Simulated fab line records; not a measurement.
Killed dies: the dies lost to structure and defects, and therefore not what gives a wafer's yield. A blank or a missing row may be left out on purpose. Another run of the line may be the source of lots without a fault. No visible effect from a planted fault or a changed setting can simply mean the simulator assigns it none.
Chamber matching | flow nand harc | NHARC_A_STAIRCASE_DEP_280 on pecvd-04: 3 sister chambers
The step deposits SiON, target thk 30 nm. 6 wafers are shown with their chamber, then 12 later ones without.

== WAFERS PAIRED WITH THEIR CHAMBERS ==
wafer  | chamber | heater power w (W)
L087.2 | 1       | 748
L089.2 | 0       | 750
L089.3 | 1       | 760
L091.2 | 2       | 572
L091.4 | 2       | 581
L091.5 | 0       | 727

== WAFERS WHOSE CHAMBER IS MISSING ==
wafer  | heater power w (W)
L092.1 | 723
L092.3 | 662
L092.6 | 665
L094.1 | 588
L094.2 | 779
L094.4 | 761
L095.1 | 797
L095.3 | 589
L095.5 | 591
L097.1 | 819
L097.4 | 780
L097.5 | 841

== CHAMBER TAKEN BY EACH ==
wafer  | from the rows above          | in truth
L092.1 | can't be placed: 0 or 1      | 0
L092.3 | can't be placed: 0 or 2 or 1 | 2
L092.6 | can't be placed: 0 or 2 or 1 | 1
L094.1 | 2                            | 2
L094.2 | can't be placed: 1 or 0      | 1
L094.4 | can't be placed: 1 or 0      | 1
L095.1 | can't be placed: 1 or 0      | 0
L095.3 | 2                            | 2
L095.5 | 2                            | 2
L097.1 | can't be placed: 1 or 0      | 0
L097.4 | can't be placed: 1 or 0      | 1
L097.5 | can't be placed: 1 or 0      | 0
Placed correctly: 3 of 12. Can't be placed from these rows: 9 (the true chamber is among the candidates in 9). 0 placed wrongly.
How it was worked out, from the rows above alone: a wafer's distance from a chamber is the root of the sum, over the readings, of the square of ((its reading less the chamber's mean) divided by the reading's scatter). The wafer belongs to the nearest chamber; if the next one is less than 2 further off, it can't be placed. Each chamber's mean is taken over the wafers shown for it. The scatter is the square root of a quotient: the sum, over the shown wafers, of each reading's squared deviation from its chamber's mean, divided by wafers minus chambers.
